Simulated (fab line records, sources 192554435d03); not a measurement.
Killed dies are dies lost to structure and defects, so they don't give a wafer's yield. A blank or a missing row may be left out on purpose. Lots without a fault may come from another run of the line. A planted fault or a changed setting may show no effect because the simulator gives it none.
fab line records | flow n5_finfet
record lots=9 wafers=26 last_day=19
route steps=1938 shown BEOL_M4@1111 BEOL_M12@1636 PASSIVATION@1936
lots that met no fault: from a run of the same line without faults
start_h: hours from the record's first day to the start of the lot's first wafer shown | wait_h: hours since the lot's step before | " the same as in the row above | L1.1+2: a row that stands for several wafers | - no value, or no start given | * or withheld: withheld | < > ~ a bound
route shown NAME@n: a module of which the file shows steps, and the number in the route of the first | usual: mean/standard deviation of fault-free wafers | same: alike in all rows | chamber/n: place in a boat | sites: the reading at each site | _std_site: their standard deviation | _edge_site: outer sites' mean less inner sites' | radius_mm: how far each site lies from the wafer's centre | mask NAME#n: copy n | behind: the tool/chamber that last shaped the wafer | hold: why the lot was held/for how many hours/how that ended | device: the transistor (n, p or np) that didn't switch | end of line: the same wafers' tests at the end of the route | a step without rows: its recipe alone | killed: dies lost to structure and defects at the first sort, not the wafer's yield | map: a wafer's dies, x killed, . not, _ none there
set.NAME: the setting as run; set.NAME@STEP: as run at that earlier step | model.NAME: the simulator's own value behind a step, which no gauge read
steps of the route over a sample of lots; a table a step, a row a wafer
services: from which hour (start_h, from the record's first day; less than 0 if before it) a tool's chamber was out of use, for how many hours, and why
## steps
# step N5_BEOL_M4_RC_MEAS_101
# usual DIBL_N=36.3/1.6 DIBL_P=36.4/2.1 IOFF_N=0.16/0.032 IOFF_P=0.22/0.044 ION_N=675/12 ION_P=463/8.3 SS_N=71.6/0.64 SS_P=73.3/0.67 VT_N=250/3.3 VT_P=-250/3.7
# columns lot.wafer tool chamber start_h wait_h DIBL_N[mV/V] DIBL_P[mV/V] IOFF_N[nA/um] IOFF_P[nA/um] ION_N[uA/um] ION_P[uA/um] SS_N[mV/dec] SS_P[mV/dec] VT_N[mV] VT_P[mV]
L710.3 prober-01 0 209.26 0.3 37.6 38.7 0.17 0.21 675 462 72.0 73.9 248 -250
L710.4 " 0 " " 35.8 35.3 0.13 0.16 672 452 71.6 72.1 252 -256
L710.5 " 0 " " 35.0 35.0 0.12 0.16 666 455 70.9 72.7 252 -255
L712.1 prober-01 0 218.98 0.0 36.7 36.5 0.17 0.22 675 470 71.0 73.9 248 -249
L712.3 " 0 " " 36.5 36.4 0.16 0.20 664 455 71.4 72.9 251 -251
L712.5 " 0 " " 37.5 37.5 0.18 0.22 682 469 72.1 74.1 248 -248
L708.2 prober-01 0 221.38 0.2 33.9 34.4 0.12 0.18 664 454 70.7 72.0 254 -252
L708.3 " 0 " " 35.8 36.6 0.16 0.21 683 466 71.1 72.7 250 -253
L708.4 " 0 " " 33.8 33.3 0.12 0.17 663 460 71.6 72.3 252 -254
L716.4 prober-01 0 255.17 0.5 38.2 39.1 0.18 0.32 683 477 71.7 73.5 249 -244
L716.6 " 0 " " 37.8 37.9 0.18 0.31 686 484 72.3 73.8 247 -240
L721.3 prober-01 0 291.43 0.3 33.4 34.7 0.13 0.18 657 454 71.0 72.7 252 -250
L721.4 " 0 " " 35.7 36.9 0.16 0.22 672 461 71.3 73.6 250 -250
L721.5 " 0 " " 36.9 39.4 0.19 0.26 668 463 72.0 74.2 247 -248
L725.3 prober-01 0 308.73 0.3 38.0 37.5 0.20 0.26 699 471 72.3 74.3 246 -244
L725.4 " 0 " " 33.7 32.2 0.12 0.17 654 452 70.6 72.7 253 -250
L725.5 " 0 " " 34.7 33.5 0.13 0.18 674 461 71.4 74.0 251 -251
L727.3 prober-02 0 317.36 0.3 34.3 32.5 0.10 0.13 642 435 70.7 72.8 257 -258
L727.5 " 0 " " 34.8 33.8 0.12 0.14 676 460 71.0 73.8 253 -256
L727.6 " 0 " " 33.7 31.3 0.09 0.12 651 442 70.2 71.9 258 -259
L726.1 prober-02 0 323.48 0.0 34.9 35.0 0.14 0.19 666 465 71.3 72.3 251 -251
L726.3 " 0 " " 37.0 37.8 0.18 0.24 681 469 71.4 73.3 246 -247
L726.6 " 0 " " 37.3 37.6 0.18 0.23 685 467 71.3 73.4 244 -249
L729.1 prober-02 0 350.85 0.0 35.6 35.1 0.12 0.18 648 450 71.4 73.4 255 -253
L729.2 " 0 " " 34.9 34.2 0.12 0.17 672 464 70.7 73.2 254 -251
L729.3 " 0 " " 36.8 35.7 0.14 0.19 667 461 70.9 72.4 252 -253
# step N5_BEOL_M12_ETCH_67
# recipe chemistry=CF4 target=SiARC target_depth_a=1430 time_s=238.3 ion_energy_ev=80 pressure_mtorr=40 source_w=545 bias_w=36 Ar_flow_sccm=100 cf4_flow_sccm=100 ends=cleared
# usual drypump_motor_current_A=5.9/0.55 etch_rf_on_time_s=235/4.7 oes_product_au=0.71/0.084 rf_vpp_V=184.6/1.1 showerhead_plenum_p_Torr=2.17/0.065 throttle_valve_pct=15.47/0.28
# columns lot.wafer tool chamber start_h wait_h drypump_motor_current_A etch_rf_on_time_s oes_product_au rf_hours_counter_h rf_vpp_V showerhead_plenum_p_Torr throttle_valve_pct
L710.3 rie_diel-02 2 273.23 0.0 5.2 230 0.80 13 184.2 2.12 15.36
L710.4 " 3 " " 6.3 239 0.60 217 182.9 2.04 15.47
L710.5 " 3 " " 6.4 241 0.59 - 181.8 2.04 15.46
L712.1 rie_diel-02 3 295.76 0.0 6.4 238 0.59 224 183.4 2.03 15.49
L712.3 " 2 " " 5.2 227 0.80 20 183.4 2.12 15.36
L712.5 " 2 " " 5.2 226 0.80 - 182.8 2.12 15.36
L708.2 rie_diel-02 2 296.25 0.0 5.2 227 0.79 21 182.4 2.12 15.37
L708.3 " 0 " " 6.1 231 0.74 58 184.8 2.26 15.03
L708.4 " 1 " " 5.5 238 0.84 0 182.8 2.10 15.55
L716.4 rie_diel-06 0 329.94 0.0 5.9 236 0.60 240 186.4 2.19 15.84
L716.6 " 1 " " 5.2 229 0.57 - 184.8 2.20 15.79
L721.3 rie_diel-06 0 357.36 0.0 5.9 241 0.58 253 184.0 2.19 15.87
L721.4 " 2 " " 6.2 237 0.77 - 184.1 2.17 15.27
L721.5 " 3 " " 6.8 245 0.75 - 184.9 2.20 15.33
L725.3 rie_diel-06 3 375.27 0.0 6.7 243 0.74 37 184.2 2.19 15.35
L725.4 " 2 " " 6.2 235 0.77 - 185.6 2.17 15.28
L725.5 " 1 " " 5.2 232 0.81 - 185.2 2.19 15.35
L726.1 rie_diel-03 1 387.63 0.0 5.9 228 0.62 237 183.4 2.20 16.17
L726.3 " 2 " " 5.6 243 0.58 249 183.7 2.03 15.77
L726.6 " 3 " " 6.1 236 0.77 - 185.5 2.25 15.20
L727.3 rie_diel-03 1 392.69 0.0 5.9 226 0.63 238 185.9 2.20 16.20
L727.5 " 1 " " 5.9 227 0.62 - 184.0 2.20 16.19
L727.6 " 3 " " 6.1 235 0.78 - 185.8 2.25 15.20
L729.1 rie_diel-03 0 421.63 0.0 4.8 231 0.70 82 183.9 2.09 15.42
L729.2 " 3 " " 6.1 239 0.74 55 185.7 2.25 15.24
L729.3 " 2 " " 5.6 233 0.84 5 187.3 2.28 15.31
# step N5_BEOL_M12_DEGAS_41
# recipe ambient=vacuum temp_c=250 time_s=60
# usual heater_power_w=334/47
# columns lot.wafer tool chamber start_h wait_h heater_power_w
L710.3 pvd_sputter-01 - 276.21 0.6 290
L710.4 " - " " 324
L710.5 " - " " 290
L712.1 pvd_sputter-01 - 300.38 0.5 318
L712.3 " - " " 323
L712.5 " - " " 287
L708.2 pvd_sputter-03 - 301.02 0.3 318
L708.3 " - " " 432
L708.4 " - " " 334
L716.4 pvd_sputter-01 - 336.29 0.0 294
L716.6 " - " " 317
L721.3 pvd_sputter-01 - 358.31 0.2 318
L721.4 " - " " 345
L721.5 " - " " 288
L725.3 pvd_sputter-03 - 378.39 0.1 327
L725.4 " - " " 288
L725.5 " - " " 440
L726.1 pvd_sputter-03 - 389.55 0.6 427
L726.3 " - " " 285
L726.6 " - " " 279
L727.3 pvd_sputter-03 - 395.97 0.2 327
L727.5 " - " " 318
L727.6 " - " " 276
L729.1 pvd_sputter-01 - 423.77 0.6 319
L729.2 " - " " 296
L729.3 " - " " 353
# step N5_BEOL_M12_CMP_49
# recipe stop_on=SiOC t_overpolish_s=20.6 down_force_psi=1 platen_rpm=50 clearing_platen_down_force_psi=1.5 clearing_platen_rpm=50 post_cmp_clean=cu_alkaline target_thk_nm=320 clearing_platen_pad_velocity_m_s=0.99484 pad_velocity_m_s=0.99484
# usual barrier_field_endpoint_s=30.4/0.69 motor_current_A=6.0/0.64 overpolish_run_s=20.601/0.0093
# columns lot.wafer tool chamber start_h wait_h barrier_field_endpoint_s motor_current_A overpolish_run_s
L710.4 cmp-04 0 277.27 0.2 30.5 5.7 20.625
L710.3 " 3 " " 30.1 7.0 20.594
L710.5 " 1 " " 30.4 5.4 20.610
L712.3 cmp-02 3 301.18 0.2 30.6 7.3 20.589
L712.1 " 0 " " 30.6 7.3 20.589
L712.5 " 0 " " 31.1 7.3 20.612
L708.4 cmp-03 1 302.01 0.1 30.3 5.5 20.592
L708.2 " 3 " " 30.1 5.8 20.600
L708.3 " 0 " " 30.5 5.8 20.617
L716.4 cmp-02 3 337.32 0.2 30.6 7.0 20.590
L716.6 " 2 " " 62.3 6.4 3.881
L721.3 cmp-02 0 359.11 0.2 61.7 7.1 4.559
L721.4 " 2 " " 30.9 6.3 20.605
L721.5 " 0 " " 30.4 7.7 20.598
L725.4 cmp-04 3 379.26 0.2 30.2 7.2 20.610
L725.3 " 0 " " 29.8 5.7 20.624
L725.5 " 3 " " 29.7 7.5 20.611
L726.3 cmp-03 3 390.43 0.2 31.3 6.2 20.597
L726.1 " 0 " " 30.3 5.9 20.590
L726.6 " 2 " " 30.0 5.9 20.602
L727.3 cmp-03 1 396.88 0.3 31.0 5.2 20.593
L727.6 " 2 " " 30.0 5.8 20.612
L727.5 " 3 " " 31.3 5.7 20.611
L729.1 cmp-04 0 424.60 0.3 31.4 5.6 20.610
L729.3 " 1 " " 30.0 5.2 20.603
L729.2 " 2 " " 30.9 6.0 20.611
# step N5_BEOL_M12_THK_MEAS_50
# recipe thk_meas_gauge=xrf reads=Cu_of_BEOL_M12_ECD_47
# usual M12_THK=319/5.5
# columns lot.wafer tool chamber start_h wait_h M12_THK[nm]
L710.3 film_metro-02 - 277.56 - 330
L710.4 " - " " 322
L710.5 " - " " 321
L712.1 film_metro-02 - 301.48 - 317
L712.3 " - " " 324
L712.5 " - " " 327
L708.2 film_metro-02 - 302.30 - 323
L708.3 " - " " 321
L708.4 " - " " 313
L716.4 film_metro-02 - 337.57 - 316
L716.6 " - " " 589
L721.3 film_metro-01 - 359.41 - 582
L721.4 " - " " 319
L721.5 " - " " 317
L725.3 film_metro-01 - 379.52 - 319
L725.4 " - " " 318
L725.5 " - " " 317
L726.1 film_metro-02 - 390.66 0.1 313
L726.3 " - " " 310
L726.6 " - " " 321
L727.3 film_metro-01 - 397.07 - 319
L727.5 " - " " 318
L727.6 " - " " 321
L729.1 film_metro-02 - 424.86 - 326
L729.2 " - " " 321
L729.3 " - " " 326
# step N5_BEOL_M12_DEP_53
# recipe material=SiCN target_thk_a=300 temp_c=withheld precursor=3MS/NH3 pressure_torr=3 rf_w=675 time_s=10.5
# usual showerhead_plenum_p_Torr=4.147/0.029 throttle_valve_pct=18.0/0.99
# columns lot.wafer tool chamber start_h wait_h showerhead_plenum_p_Torr since_wet_clean_h throttle_valve_pct
L710.3 pecvd-03 0 277.62 0.0 4.160 1163 19.2
L710.4 " 0 " " 4.154 - 19.3
L710.5 " 2 " " 4.188 - 16.3
L712.1 pecvd-01 1 301.55 0.0 4.106 1549 17.1
L712.3 " 1 " " 4.103 - 16.9
L712.5 " 1 " " 4.113 - 17.2
L708.2 pecvd-03 0 302.37 0.0 4.157 1187 19.3
L708.3 " 1 " " 4.139 1912 17.3
L708.4 " 0 " " 4.161 - 19.0
L716.4 pecvd-03 1 337.65 0.0 4.148 - 17.6
L716.6 " 0 " " 4.156 - 19.1
L721.3 pecvd-02 2 359.50 0.0 4.108 - 18.6
L721.4 " 1 " " 4.186 - 18.0
L721.5 " 2 " " 4.108 - 18.4
L725.3 pecvd-01 0 379.58 0.0 4.152 902 19.2
L725.4 " 1 " " 4.114 - 16.9
L725.5 " 2 " " 4.123 - 17.9
L726.1 pecvd-01 2 390.72 0.0 4.128 159 17.8
L726.3 " 0 " " 4.160 913 19.2
L726.6 " 1 " " 4.110 - 17.0
L727.3 pecvd-01 0 397.13 0.0 4.159 920 19.4
L727.5 " 0 " " 4.160 - 19.3
L727.6 " 2 " " 4.127 - 17.7
L729.1 pecvd-01 2 424.92 0.0 4.140 194 17.7
L729.2 " 0 " " 4.166 948 19.4
L729.3 " 1 " " 4.107 1673 16.9
# step N5_BEOL_M12_INSPECT_55
# recipe inspect_instrument=darkfield mode=post_dep
# usual raw_defect_count=72/25
# columns lot.wafer tool chamber start_h wait_h raw_defect_count
L710.3 defect_inspect-01 - 277.71 0.0 65
L710.4 " - " " 86
L710.5 " - " " 68
L712.1 defect_inspect-02 - 301.65 0.0 57
L712.3 " - " " 81
L712.5 " - " " 57
L708.2 defect_inspect-01 - 302.46 0.0 66
L708.3 " - " " 70
L708.4 " - " " 95
L716.4 defect_inspect-01 - 337.73 0.0 118
L716.6 " - " " 4833
L721.3 defect_inspect-02 - 359.59 0.0 4909
L721.4 " - " " 46
L721.5 " - " " 66
L725.3 defect_inspect-01 - 379.67 0.0 71
L725.4 " - " " 61
L725.5 " - " " 128
L726.1 defect_inspect-01 - 390.81 0.0 64
L726.3 " - " " 62
L726.6 " - " " 97
L727.3 defect_inspect-02 - 397.29 0.1 56
L727.5 " - " " 16
L727.6 " - " " 64
L729.1 defect_inspect-02 - 425.01 0.0 67
L729.2 " - " " 40
L729.3 " - " " 60
# step N5_PASSIVATION_PROBE_49
# usual defect_limited_yield=91.4/1.2 killed_at_M0_to_M3=35/11 killed_at_M4_up=14/6 killed_at_contacts=12/6.7 killed_at_front_end=37/9.7 killed_at_other=3.5/2.5 killed_dies=102/15 killed_on_rim=13/3.6 killed_open=67/12 killed_short=33/7.3 sort_bin_5_function=5.1/0.81 sort_bin_6_memory=3.2/0.65 sort_bin_8_speed=0.00/0.021 sort_n_pass=1078/15 sort_yield_pct=91.4/1.2
# same gross_dies=1180 killed_at_back_side=0 sort_bin_4_leakage[%]=0
# columns lot.wafer tool chamber start_h wait_h defect_limited_yield[%] killed_at_M0_to_M3 killed_at_M4_up killed_at_contacts killed_at_front_end killed_at_other killed_dies killed_on_rim killed_open killed_short sort_bin_5_function[%] sort_bin_6_memory[%] sort_bin_8_speed[%] sort_n_pass sort_yield_pct[%]
L716.4 prober-01 - 372.92 0.2 91.3 36 17 15 35 0 103 12 70 33 5.8 2.6 0 1077 91.3
L716.6 prober-01 - 373.02 0.3 0 36 1104 12 24 4 1180 152 57 34 4.4 2.9 0 0 0
L721.3 prober-02 - 389.74 0.1 0 32 1114 8 24 2 1180 152 68 15 4.3 2.6 0 0 0
L721.4 prober-02 - 389.79 0.2 92.0 33 18 5 34 4 94 12 55 37 4.7 3.0 0 1086 92.0
L721.5 prober-02 - 389.84 0.2 92.3 32 22 6 28 3 91 13 61 30 4.8 2.5 0 1089 92.3
L725.3 prober-01 - 414.80 0.1 89.2 51 3 11 57 5 127 23 84 42 6.1 4.3 0 1053 89.2
L725.4 prober-01 - 414.85 0.2 88.5 49 17 10 59 1 136 20 87 48 7.1 4.0 0 1044 88.5
L725.5 prober-01 - 414.90 0.2 89.9 46 13 16 43 1 119 21 70 41 5.8 3.2 0 1061 89.9
L726.1 prober-02 - 425.76 0.0 90.0 40 9 19 47 3 118 19 62 56 5.6 4.1 0 1062 90.0
L726.3 prober-02 - 425.86 0.1 88.6 64 10 10 49 2 135 14 97 38 6.8 4.3 0 1045 88.6
L726.6 prober-02 - 426.01 0.3 91.4 52 9 7 27 7 102 8 70 32 4.8 3.6 0 1078 91.4
# killed by level:class
L716.4 MOL_CONTACT_COAG:geometric_particle:open=14 BEOL_M0_SAQP:geometric_particle:open=13 BEOL_M4:geometric_particle:open=9 FIN_SAQP:geometric_particle:short=7 BEOL_M0_SAQP:geometric_particle:short=6 FIN_SAQP:geometric_particle:open=5 DUMMY_GATE:geometric_particle:open=5 BEOL_M3:geometric_particle:open=4
L716.6 BEOL_M12:area_cmp=1088 MOL_CONTACT_COAG:geometric_particle:open=10 BEOL_M0_SAQP:geometric_particle:short=10 BEOL_M0_SAQP:geometric_particle:open=6 BEOL_M8:geometric_particle:open=5 STI_FIN_REVEAL:geometric_particle:open=4 BEOL_M0:geometric_particle:open=4 BEOL_M2:geometric_particle:open=4
L721.3 BEOL_M12:area_cmp=1096 BEOL_M4:geometric_particle:open=13 BEOL_M1:geometric_particle:open=10 MOL_CONTACT_COAG:geometric_particle:open=8 BEOL_M0:geometric_particle:open=6 FIN_SAQP:geometric_particle:open=5 DUMMY_GATE:geometric_particle:open=5 BEOL_M3:geometric_particle:open=5
L721.4 BEOL_M0_SAQP:geometric_particle:short=8 FIN_SAQP:geometric_particle:short=7 BEOL_M4:geometric_particle:open=6 STI_FIN_REVEAL:geometric_particle:open=5 BEOL_M0_SAQP:geometric_particle:open=5 BEOL_M8:geometric_particle:open=5 BEOL_M1:geometric_particle:short=5 BEOL_M1:geometric_particle:open=5
L721.5 BEOL_M0:geometric_particle:open=10 FIN_SAQP:geometric_particle:open=9 BEOL_M4:geometric_particle:open=6 BEOL_M1:geometric_particle:open=5 STARTING-WAFER:geometric_particle:short=5 DUMMY_GATE:geometric_particle:open=4 MOL_CONTACT_COAG:geometric_particle:open=4 BEOL_M0_SAQP:geometric_particle:open=4
L725.3 BEOL_M3:geometric_particle:open=19 FIN_SAQP:geometric_particle:open=11 BEOL_M0_SAQP:geometric_particle:short=11 BEOL_M0_SAQP:geometric_particle:open=10 GATE_CUT:geometric_particle:short=9 STI_FIN_REVEAL:geometric_particle:open=9 MOL_CONTACT_COAG:geometric_particle:open=9 FIN_SAQP:geometric_particle:short=7
L725.4 STI_FIN_REVEAL:geometric_particle:open=18 BEOL_M3:geometric_particle:open=14 FIN_SAQP:geometric_particle:short=12 BEOL_M2:geometric_particle:open=11 BEOL_M0_SAQP:geometric_particle:open=9 BEOL_M0_SAQP:geometric_particle:short=8 BEOL_M4:geometric_particle:open=8 FIN_SAQP:geometric_particle:open=6
L725.5 BEOL_M0_SAQP:geometric_particle:open=13 MOL_CONTACT_COAG:geometric_particle:open=12 BEOL_M0_SAQP:geometric_particle:short=11 FIN_SAQP:geometric_particle:open=10 BEOL_M4:geometric_particle:open=9 BEOL_M3:geometric_particle:open=7 FIN_SAQP:geometric_particle:short=6 BEOL_M2:geometric_particle:open=6
L726.1 MOL_CONTACT_COAG:geometric_particle:open=16 BEOL_M0_SAQP:geometric_particle:short=16 BEOL_M0_SAQP:geometric_particle:open=14 FIN_SAQP:geometric_particle:short=10 STARTING-WAFER:geometric_particle:short=7 GATE_CUT:geometric_particle:short=5 BEOL_M4:geometric_particle:open=5 FIN_SAQP:geometric_particle:open=4
L726.3 BEOL_M0_SAQP:geometric_particle:open=16 BEOL_M1:geometric_particle:open=12 BEOL_M0_SAQP:geometric_particle:short=10 FIN_SAQP:geometric_particle:open=9 STI_FIN_REVEAL:geometric_particle:open=9 BEOL_M3:geometric_particle:open=9 DUMMY_GATE:geometric_particle:open=8 MOL_CONTACT_COAG:geometric_particle:open=8
L726.6 BEOL_M0_SAQP:geometric_particle:open=17 BEOL_M0_SAQP:geometric_particle:short=9 BEOL_M3:geometric_particle:open=8 BEOL_M1:geometric_particle:open=7 GATE_CUT:geometric_particle:open=6 BEOL_M3:geometric_particle:short=5 FIN_SAQP:geometric_particle:open=4 MOL_CONTACT_COAG:geometric_particle:open=4
## services
# columns tool chamber start_h hours kind
rie_diel-03 3 251.28 - clean
rie_diel-03 3 251.28 - consumable_replace:focus_ring
rie_diel-03 3 251.28 - consumable_replace:showerhead
rie_diel-03 3 251.28 21.2 scheduled_down
pecvd-01 - 266.95 2.8 pm
cmp-03 - 270.53 4.2 repair
pecvd-01 1 278.52 4.2 repair
pecvd-01 2 284.94 19.7 repair
cmp-02 - 301.97 3.8 pm
cmp-03 - 306.56 5.8 pm
rie_diel-02 - 336.28 0.6 repair
cmp-03 - 338.77 7.0 repair
pecvd-02 0 355.07 39.7 repair
cmp-03 - 355.51 4.0 pm
rie_diel-06 - 367.66 0.3 repair
pvd_sputter-01 - 376.86 2.8 repair
cmp-04 - 387.88 4.0 repair
rie_diel-06 0 391.80 48.8 repair
cmp-02 - 395.86 1.0 repair
cmp-02 - 398.48 3.4 repair
pecvd-01 1 398.76 2.1 scheduled_down
cmp-02 - 402.61 4.0 pm
rie_diel-06 1 404.37 14.4 repair
cmp-04 - 412.46 0.5 repair
## key
first_sign step=N5_BEOL_M12_CMP_49 reading=overpolish_run_s direction=down sigmas=99+ usual=20.601 struck=4.220
effect step=N5_BEOL_M12_CMP_49 reading=barrier_field_endpoint_s direction=up sigmas=46 usual=30.4 struck=62.0
effect step=N5_BEOL_M12_THK_MEAS_50 reading=M12_THK direction=up sigmas=49 usual=319 struck=585
effect step=N5_BEOL_M12_INSPECT_55 reading=raw_defect_count direction=up sigmas=99+ usual=72 struck=4871
effect step=N5_PASSIVATION_PROBE_49 reading=killed_at_M4_up direction=up sigmas=99+ usual=14 struck=1109
more_kills_born_at N5_BEOL_M12_CMP_49@cmp-02=2184
met_at N5_BEOL_M12_CMP_49
struck_lots L716,L721
struck_wafers L716.6,L721.3
later_rows_left_out L716.6,L721.3
not_acting_at N5_BEOL_M12_ETCH_67,N5_BEOL_M12_DEGAS_41,N5_BEOL_M12_DEP_53
onset_between 301.18 337.32
fault kind=process_parameter_drift tool=cmp-02 chamber=- onset_h=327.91 steps=N5_BEOL_M12_CMP_49 channel=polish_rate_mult offset=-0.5 shape=step end_h=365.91 scope=struck_wafers_only
# later_rows_left_out: the simulator's readings of these wafers behind a module that went badly wrong aren't trusted and aren't shown, but for the sort
